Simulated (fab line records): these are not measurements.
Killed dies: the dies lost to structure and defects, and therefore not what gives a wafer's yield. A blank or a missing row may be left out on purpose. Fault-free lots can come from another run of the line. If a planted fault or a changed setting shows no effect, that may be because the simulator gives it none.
Chamber matching | flow n5_finfet | N5_BEOL_M11_ILD_DEP_00 on pecvd-03 has 3 sister chambers
The step deposits SiCOH lowk from DEMS/porogen, target thk 308.51 nm, time 58 s. 6 wafers are shown with their chamber, then 7 later ones without.

== EACH WAFER AND ITS CHAMBER ==
wafer  | chamber | throttle_valve_pct (%) | heater_power_w (W)
L081.3 | 0       | 14.7                   | 340
L085.1 | 1       | 14.4                   | 377
L085.3 | 2       | 12.6                   | 283
L085.6 | 0       | 14.6                   | 323
L084.2 | 1       | 14.0                   | 356
L084.4 | 2       | 12.9                   | 264

== WAFERS WITHOUT THEIR CHAMBER ==
wafer  | throttle_valve_pct (%) | heater_power_w (W)
L084.5 | 14.6                   | 322
L091.1 | 14.3                   | 298
L091.2 | 14.3                   | 317
L091.4 | 13.0                   | 272
L097.1 | 14.2                   | 295
L097.3 | 14.1                   | 386
L097.4 | 14.5                   | 300

== THE CHAMBER EACH PASSED THROUGH ==
wafer  | from the rows above     | in truth
L084.5 | 0                       | 0
L091.1 | 0                       | 0
L091.2 | can't be placed: 0 or 1 | 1
L091.4 | 2                       | 2
L097.1 | can't be placed: 0 or 1 | 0
L097.3 | 1                       | 1
L097.4 | 0                       | 0
Placed correctly: 5 of 7. Can't be placed from these rows: 2 (the true chamber is among the candidates in 2). Wrongly placed: 0.
How it was worked out, from the rows above alone: a wafer's distance from a chamber is the root of the sum, over the readings, of the square of ((its reading less the chamber's mean) divided by the reading's scatter). The wafer belongs to the nearest chamber; if the next one is less than 2 further off, it can't be placed. A chamber's mean is the mean of its shown wafers. The scatter is the square root of a quotient: the sum, over the shown wafers, of each reading's squared deviation from its chamber's mean, divided by wafers minus chambers.
